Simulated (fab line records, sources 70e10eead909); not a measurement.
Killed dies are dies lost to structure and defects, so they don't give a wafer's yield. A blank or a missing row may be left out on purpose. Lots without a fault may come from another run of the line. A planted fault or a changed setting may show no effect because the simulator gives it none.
Which tool did it? | flow nand_harc | 12 lots, 36 wafers sampled, at 6 steps of a route of 1159

WHAT THE GAUGES READ, wafer by wafer
NHARC_A_CONTACT_INSPECT_71.
lot  | measured     | on                | raw_defect_count
L699 | day 16 14:52 | defect_inspect-02 | 22 23 21
L700 | day 17 02:06 | defect_inspect-01 | 22 20 18
L701 | day 17 07:34 | defect_inspect-02 | 509 511 540
L705 | day 17 08:12 | defect_inspect-01 | 23 30 32
L704 | day 17 12:17 | defect_inspect-02 | 470 479 466
L712 | day 19 15:20 | defect_inspect-01 | 23 29 37
L714 | day 20 14:08 | defect_inspect-02 | 30 31 21
L715 | day 20 19:43 | defect_inspect-02 | 70 68 41
L720 | day 21 03:23 | defect_inspect-02 | 19 14 23
L716 | day 21 09:09 | defect_inspect-01 | 53 52 48
L719 | day 21 11:51 | defect_inspect-02 | 46 29 48
L722 | day 22 11:50 | defect_inspect-01 | 23 24 22

NHARC_END_SORT_01.
lot  | measured     | on        | killed_at_array | killed_at_other | killed_at_periphery | killed_dies | killed_open | killed_short
L701 | day 21 04:49 | prober-02 | 111 122 117     | 0 0 1           | 4 2 1               | 115 124 119 | 5 3 2       | 3 3 2
L704 | day 21 08:01 | prober-01 | 83 94 88        | 3 3 1           | 3 4 8               | 89 101 97   | 2 5 3       | 1 1 3

WHICH TOOL RAN EACH LOT (tool, then ch and the chambers of the sampled wafers, then the start)
lot  | NHARC_A_CONTACT_STRIP_55                      | NHARC_A_CONTACT_DEP_57        | NHARC_A_CONTACT_ETCH_127             | NHARC_A_CONTACT_ETCH_128
L699 | rie_diel-07 ch 0,2, day 16 12:22 or earlier   | acl_dep-01 ch 0, day 16 12:22 | har_cap_etch-02 ch 0, day 16 16:49   | har_cap_etch-02 ch 0, day 16 16:57
L700 | rie_diel-07 ch 0,2,3, day 16 23:59 or earlier | acl_dep-01 ch 0, day 16 23:59 | har_cap_etch-03 ch 0,1, day 17 04:37 | har_cap_etch-03 ch 0,1, day 17 04:46
L701 | rie_diel-07 ch 0,1,3, day 17 04:56 or earlier | acl_dep-01 ch 0, day 17 04:56 | har_cap_etch-03 ch 0,1, day 17 09:25 | har_cap_etch-03 ch 0,1, day 17 09:33
L705 | rie_diel-05 ch 0,1,2, day 17 05:34 or earlier | acl_dep-03 ch 0, day 17 05:34 | har_cap_etch-02 ch 0,1, day 17 09:52 | har_cap_etch-02 ch 0,1, day 17 10:00
L704 | rie_diel-05 ch 1,2, day 17 09:43 or earlier   | acl_dep-01 ch 0, day 17 09:43 | har_cap_etch-02 ch 1, day 17 14:04   | har_cap_etch-02 ch 1, day 17 14:12
L712 | rie_diel-07 ch 1,2, day 19 13:25 or earlier   | acl_dep-03 ch 0, day 19 13:25 | har_cap_etch-01 ch 0,1, day 19 17:23 | har_cap_etch-01 ch 0,1, day 19 17:31
L714 | rie_diel-07 ch 1,2, day 20 12:07 or earlier   | acl_dep-02 ch 0, day 20 12:07 | har_cap_etch-03 ch 0,1, day 20 15:51 | har_cap_etch-03 ch 0,1, day 20 15:59
L715 | rie_diel-07 ch 0,1, day 20 17:23 or earlier   | acl_dep-02 ch 0, day 20 17:23 | har_cap_etch-02 ch 0,1, day 20 21:53 | har_cap_etch-02 ch 0,1, day 20 22:02
L720 | rie_diel-05 ch 1,2, day 21 01:06 or earlier   | acl_dep-03 ch 0, day 21 01:06 | har_cap_etch-01 ch 0,1, day 21 05:10 | har_cap_etch-01 ch 0,1, day 21 05:18
L716 | rie_diel-11 ch 1,2,3, day 21 07:07 or earlier | acl_dep-03 ch 0, day 21 07:07 | har_cap_etch-03 ch 0,1, day 21 10:52 | har_cap_etch-03 ch 0,1, day 21 11:00
L719 | rie_diel-07 ch 0,2,3, day 21 09:21 or earlier | acl_dep-01 ch 0, day 21 09:21 | har_cap_etch-01 ch 0,1, day 21 13:32 | har_cap_etch-01 ch 0,1, day 21 13:40
L722 | rie_diel-05 ch 0,3, day 22 09:14 or earlier   | acl_dep-03 ch 0, day 22 09:14 | har_cap_etch-03 ch 0,1, day 22 13:32 | har_cap_etch-03 ch 0,1, day 22 13:40
- NHARC_A_CONTACT_STRIP_55: strips in O2.
- NHARC_A_CONTACT_DEP_57: deposits aC, target thk 2800 nm.
- NHARC_A_CONTACT_ETCH_127: etches the open film in C4F8/O2/Ar, time 155 s, target depth 956 nm.
- NHARC_A_CONTACT_ETCH_128: etches the open film in C4F8/O2/Ar, time 155 s, target depth 956 nm.

WHAT THE TOOLS THEMSELVES READ (means of the sampled wafers that have a number; where no wafer has one, the mark that the record gives instead)
NHARC_A_CONTACT_STRIP_55.
lot  | tool        | drypump_motor_current_A (A) | oes_product_au (a.u.) | rf_vpp_V (V) | showerhead_plenum_p_Torr (Torr) | throttle_valve_pct (%)
L699 | rie_diel-07 | 6.6                         | 0.999                 | 58.3         | 3.61                            | 17.038
L700 | rie_diel-07 | 5.9                         | 1.005                 | 57.6         | 3.63                            | 17.038
L701 | rie_diel-07 | 5.7                         | 0.989                 | 57.6         | 3.62                            | 17.040
L705 | rie_diel-05 | 5.6                         | 1.000                 | 57.2         | 3.51                            | 17.032
L704 | rie_diel-05 | 5.6                         | 0.990                 | 57.6         | 3.58                            | 17.037
L712 | rie_diel-07 | 6.6                         | 0.993                 | 58.1         | 3.65                            | 17.045
L714 | rie_diel-07 | 6.6                         | 1.004                 | 58.2         | 3.65                            | 17.043
L715 | rie_diel-07 | 6.1                         | 1.000                 | 57.9         | 3.58                            | 17.045
L720 | rie_diel-05 | 5.6                         | 0.996                 | 58.9         | 3.55                            | 17.036
L716 | rie_diel-11 | 5.7                         | 1.009                 | 56.4         | 3.42                            | 17.036
L719 | rie_diel-07 | 5.9                         | 0.995                 | 58.0         | 3.62                            | 17.041
L722 | rie_diel-05 | 5.6                         | 1.006                 | 57.4         | 3.43                            | 17.044

NHARC_A_CONTACT_DEP_57.
lot  | tool       | susceptor_temp_C (C) | throttle_valve_pct (%)
L699 | acl_dep-01 | 400.01               | 35.001
L700 | acl_dep-01 | -                    | 35.000
L701 | acl_dep-01 | 400.26               | 35.004
L705 | acl_dep-03 | 400.19               | 35.002
L704 | acl_dep-01 | -                    | 34.989
L712 | acl_dep-03 | 399.62               | 35.002
L714 | acl_dep-02 | 400.04               | 35.003
L715 | acl_dep-02 | 400.23               | 35.010
L720 | acl_dep-03 | -                    | 35.001
L716 | acl_dep-03 | 400.21               | 35.002
L719 | acl_dep-01 | 399.84               | 35.000
L722 | acl_dep-03 | 400.23               | 34.997

THE ANSWER, worked out from the rows above alone
Rule: what is usual is taken from the lots themselves. Put in order of their means at a reading, lots are off if they are a third of the lots or fewer, leave a main group of 4 or more, and stand apart from it by a gap of 3 or more times the standard deviation of the main group's means; of several such gaps the widest counts. A main group whose means are all the same, to the digits that the tables above print for the reading, isn't used. A lot without any number at a reading at which 4 lots or more have one is off too. The other lots that the step has rows for count as sound. The gauges are gone through in route order, then the tools' own readings, and for those a lot's mean is taken as printed above. The first step at which some lot is off is used, and at that step the reading that is off furthest; a lot without a number counts as furthest.
Off: L701, L704, at NHARC_A_CONTACT_INSPECT_71 (raw_defect_count). The main group: mean 32, standard deviation 13.
A tool fits if, at a process step before that reading, it ran every lot that is off, and no sound lot after the first of them. The gauges at NHARC_A_CONTACT_INSPECT_71 are tried like those tools. NHARC_A_CONTACT_STRIP_55 gives no start for some lots, so the hours and the order of its lots are those of NHARC_A_CONTACT_DEP_57. None of those tried fits.

WHAT THE SIMULATOR HAD PUT IN
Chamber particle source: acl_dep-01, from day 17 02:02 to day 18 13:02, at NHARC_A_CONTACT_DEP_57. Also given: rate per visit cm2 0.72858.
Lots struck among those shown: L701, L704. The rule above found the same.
